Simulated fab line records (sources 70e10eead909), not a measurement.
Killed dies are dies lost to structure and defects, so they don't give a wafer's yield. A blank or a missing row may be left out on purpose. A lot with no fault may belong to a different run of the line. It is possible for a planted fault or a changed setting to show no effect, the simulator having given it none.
One fault through the eyes of 2 desks :: flow nandHarc :: every desk sees just its own numbers, and what lay behind them comes last

== FROM THE METROLOGY DESK ==
Lot by lot, what the gauges showed, no matter which tool ran the lot: averages of those sampled wafers that carry a number. If a lot's mean is further than 4 standard deviations from the usual mean, the lot is out of limits and carries the mark OUT (the distance appears in the brackets).
Columns: A = cdNm at NHARC_THIN_TSV_CD_MEAS_33, usual 5000.7 nm
lot: L427
first seen here: day 24 07:43
A: 5000.8

lot: L429
first seen here: day 25 00:03
A: 5000.9

lot: L430
first seen here: day 25 01:07
A: 5002.2

lot: L428
first seen here: day 25 06:04
A: 5002.0

lot: L431
first seen here: day 25 19:08
A: 5001.4

lot: L434
first seen here: day 26 20:53
A: 5000.5

lot: L441
first seen here: day 30 14:39
A: 5000.2

lot: L442
first seen here: day 31 01:38
A: 5000.9

lot: L443
first seen here: day 31 11:53
A: 5001.0

lot: L446
first seen here: day 32 23:59
A: 4999.2

lot: L447
first seen here: day 33 05:28
A: 5000.8

lot: L449
first seen here: day 33 17:55
A: 5001.4

lot: L448
first seen here: day 34 12:27
A: 5000.9
Result from this desk: across the 13 lots, nothing is out of limits.

== DESK OF THE TOOL OWNER: harCapEtch-01 ==
The tool's own readings at NHARC_A_CONTACT_ETCH_126 (etches the open film in C4F8/O2/Ar, time 197 s, target depth 1918 nm): means of the sampled wafers that have a number, for each lot that ran on this tool. If a lot's mean is further than 4 standard deviations from the usual mean, the lot is out of limits and carries the mark OUT (the distance appears in the brackets).
Columns: A = chamberPressureMTorr at NHARC_A_CONTACT_ETCH_126, usual 20.001 mTorr
lot: L434
first seen here: day 24 20:50
A: 20.008

lot: L442
first seen here: day 28 19:41
A: 20.004

lot: L443
first seen here: day 29 11:46
A: 20.002

lot: L448
first seen here: day 32 07:59
A: 20.001
Result from this desk: across the 4 lots, nothing is out of limits.

== PUT TOGETHER ==
The metrology desk saw nothing out of limits.
Nothing out of limits was seen by the tool owner's desk.

== WHAT WAS PUT IN BY THE SIMULATOR ==
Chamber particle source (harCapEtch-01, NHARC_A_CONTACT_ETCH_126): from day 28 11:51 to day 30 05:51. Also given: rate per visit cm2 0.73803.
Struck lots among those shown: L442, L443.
